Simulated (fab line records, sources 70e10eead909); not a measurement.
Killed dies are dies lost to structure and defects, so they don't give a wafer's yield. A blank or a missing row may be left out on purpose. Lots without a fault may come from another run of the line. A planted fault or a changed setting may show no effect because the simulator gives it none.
A struck lot beside a sound one | flow nand_harc | 14 steps out of a route of 1302
Sound: wafers L925.1, L925.4, L925.6. Struck: wafer L939.6. (L939.1, L939.3 of the same lot were not struck and are left out.) The cause comes at the end.
At each step with rows: each side's tool, then ch and its chambers, then its first start. Under that, the readings that differ: sound wafers | struck wafers | difference of the means | sigmas: that difference in standard deviations of wafers without a fault.
alike: readings whose means differ by less than 2 such deviations, and words and numbers that are the same on both sides. not compared: withheld readings, readings that some wafer has no value for, bounds like >300 that may hide the same value, and numbers for which the record gives no deviation and whose values overlap.
The two part at a step that has a row with sigmas, a row that says differs or no value, or rows on one side only. Numbers that don't overlap but have no deviation are shown without sigmas and don't part them. A reading that every wafer of one side lacks parts them only if that side has two wafers or more.

first, 6 steps without rows for these wafers: NHARC_P_CONTACT_COAT_06 (resist thk 90 nm); NHARC_P_CONTACT_SOFTBAKE_07 (time 55 s); NHARC_P_CONTACT_EBR_08; NHARC_P_CONTACT_EXPOSE_09 (exposes mask P CA, target cd 90 nm); NHARC_P_CONTACT_PEB_10 (peb time 65 s); NHARC_P_CONTACT_DEVELOP_11 (develop time 35 s).
NHARC_P_CONTACT_CD_MEAS_12: target cd 90 nm.
  sound on cd_sem-02 ch 0, day 6 13:55; struck on cd_sem-02 ch 0, day 12 02:38
  alike: cd_nm
NHARC_P_CONTACT_OVL_MEAS_13:
  sound on overlay-02, day 6 14:00; struck on overlay-01, day 12 02:44
  reading           | sound          | struck | difference | sigmas
  overlay_x_nm (nm) | -1.9 -1.6 -2.5 | 1.4    | +3.4       | +4
  overlay_y_nm (nm) | -0.6 -0.6 -0.4 | 1.1    | +1.6       | +2
NHARC_P_CONTACT_INSPECT_14:
  sound on defect_inspect-01, day 6 14:02; struck on defect_inspect-02, day 12 02:46
  alike: raw_defect_count
NHARC_P_CONTACT_DESCUM_17: chemistry O2, time 3 s.
  sound on rie_diel-12 ch 1,2,3, day 6 14:07; struck on rie_diel-12 ch 3, day 12 02:50
  alike: drypump_motor_current_A, mfc_ar_sccm, oes_product_au, rf_vpp_V, showerhead_plenum_p_Torr, throttle_valve_pct
  not compared: rf_hours_counter_h
NHARC_P_CONTACT_ETCH_35: etches the open film in CF4, target depth 39 nm, time 65 s.
  sound on rie_diel-12 ch 0,2,3, day 6 14:11; struck on rie_diel-12 ch 1, day 12 02:55
  alike: drypump_motor_current_A, mfc_ar_sccm, oes_product_au, rf_vpp_V, showerhead_plenum_p_Torr, throttle_valve_pct
  not compared: rf_hours_counter_h
NHARC_P_CONTACT_ETCH_36: etches the open film in N2/H2, target depth 260 nm, time 406.25 s.
  sound on rie_diel-12 ch 1,2; struck on rie_diel-12 ch 1
  alike: drypump_motor_current_A, mfc_ar_sccm, oes_product_au, rf_vpp_V, showerhead_plenum_p_Torr, throttle_valve_pct
  not compared: rf_hours_counter_h
NHARC_P_CONTACT_ETCH_18: etches the open film in C4F8/O2/Ar, target depth 481 nm, time 240.5 s.
  sound on rie_diel-12 ch 0,2,3, day 6 14:34; struck on rie_diel-12 ch 0, day 12 03:20
  reading               | sound             | struck | difference | sigmas
  oes_product_au (a.u.) | 0.954 0.946 0.945 | 0.892  | -0.056     | -3
  alike: rf_vpp_V
  not compared: rf_hours_counter_h
then, 1 step without rows for these wafers: NHARC_P_CONTACT_STRIP_37 (strips in C4F8/O2/Ar).

WHERE THEY PART
First at NHARC_P_CONTACT_OVL_MEAS_13; last, within this record, at NHARC_P_CONTACT_ETCH_18.

WHY: what the simulator had put in
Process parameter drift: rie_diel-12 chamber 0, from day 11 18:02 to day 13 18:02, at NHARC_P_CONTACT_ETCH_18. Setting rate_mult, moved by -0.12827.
